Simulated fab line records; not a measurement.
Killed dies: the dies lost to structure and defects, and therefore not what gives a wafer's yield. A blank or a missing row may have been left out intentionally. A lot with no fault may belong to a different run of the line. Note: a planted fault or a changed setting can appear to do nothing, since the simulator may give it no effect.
Chamber matching || flow n5Finfet || N5_BEOL_M0_SAQP_SPACER2_ALD_26 on aldSin-02 has 4 sister chambers
The step deposits SiO2, target thk 15 nm, pulse time 1 s, purge time 2 s. 8 wafers are shown with their chamber, then 10 later ones without.

== WAFERS, EACH WITH ITS CHAMBER ==
{"wafer": "L078.2", "chamber": 0, "heaterPowerW (W)": 577, "precursorPulseHeightRel": 0.998}
{"wafer": "L082.3", "chamber": 2, "heaterPowerW (W)": 397, "precursorPulseHeightRel": 1.014}
{"wafer": "L082.4", "chamber": 3, "heaterPowerW (W)": 551, "precursorPulseHeightRel": 1.030}
{"wafer": "L084.1", "chamber": 2, "heaterPowerW (W)": 410, "precursorPulseHeightRel": 1.016}
{"wafer": "L084.2", "chamber": 1, "heaterPowerW (W)": 512, "precursorPulseHeightRel": 0.994}
{"wafer": "L084.5", "chamber": 0, "heaterPowerW (W)": 546, "precursorPulseHeightRel": 1.011}
{"wafer": "L088.2", "chamber": 3, "heaterPowerW (W)": 560, "precursorPulseHeightRel": 1.012}
{"wafer": "L088.4", "chamber": 1, "heaterPowerW (W)": 505, "precursorPulseHeightRel": 1.003}

== WAFERS WHOSE CHAMBER IS MISSING ==
{"wafer": "L088.6", "heaterPowerW (W)": 413, "precursorPulseHeightRel": 0.988}
{"wafer": "L092.2", "heaterPowerW (W)": 562, "precursorPulseHeightRel": 1.031}
{"wafer": "L092.3", "heaterPowerW (W)": 413, "precursorPulseHeightRel": 1.006}
{"wafer": "L092.5", "heaterPowerW (W)": 405, "precursorPulseHeightRel": 1.017}
{"wafer": "L094.2", "heaterPowerW (W)": 498, "precursorPulseHeightRel": 1.013}
{"wafer": "L094.4", "heaterPowerW (W)": 406, "precursorPulseHeightRel": 1.022}
{"wafer": "L094.5", "heaterPowerW (W)": 589, "precursorPulseHeightRel": 0.962}
{"wafer": "L096.3", "heaterPowerW (W)": 485, "precursorPulseHeightRel": 1.003}
{"wafer": "L096.5", "heaterPowerW (W)": 563, "precursorPulseHeightRel": 0.994}
{"wafer": "L096.6", "heaterPowerW (W)": 558, "precursorPulseHeightRel": 0.983}

== WHICH CHAMBER EACH ONE RAN IN ==
{"wafer": "L088.6", "from the rows above": 2, "in truth": 2}
{"wafer": "L092.2", "from the rows above": "can't be placed: 3 or 0", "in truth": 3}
{"wafer": "L092.3", "from the rows above": 2, "in truth": 2}
{"wafer": "L092.5", "from the rows above": 2, "in truth": 2}
{"wafer": "L094.2", "from the rows above": 1, "in truth": 1}
{"wafer": "L094.4", "from the rows above": 2, "in truth": 2}
{"wafer": "L094.5", "from the rows above": "can't be placed: 0 or 3", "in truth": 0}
{"wafer": "L096.3", "from the rows above": 1, "in truth": 1}
{"wafer": "L096.5", "from the rows above": "can't be placed: 0 or 3", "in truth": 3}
{"wafer": "L096.6", "from the rows above": "can't be placed: 0 or 1 or 3", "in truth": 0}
6 of 10 placed correctly. From these rows, 4 cannot be placed; in 4 the true chamber is one of the candidates. Wrongly placed: 0.
How it was worked out, from the rows above alone: a wafer's distance from a chamber is the root of the sum, over the readings, of the square of ((its reading less the chamber's mean) divided by the reading's scatter). If the next closest chamber is less than 2 further off than the closest, the wafer can't be placed; otherwise it belongs to the closest. For every chamber, the mean is computed from those of its wafers that are shown. The scatter is the square root of a quotient: the sum, over the shown wafers, of each reading's squared deviation from its chamber's mean, divided by wafers minus chambers.
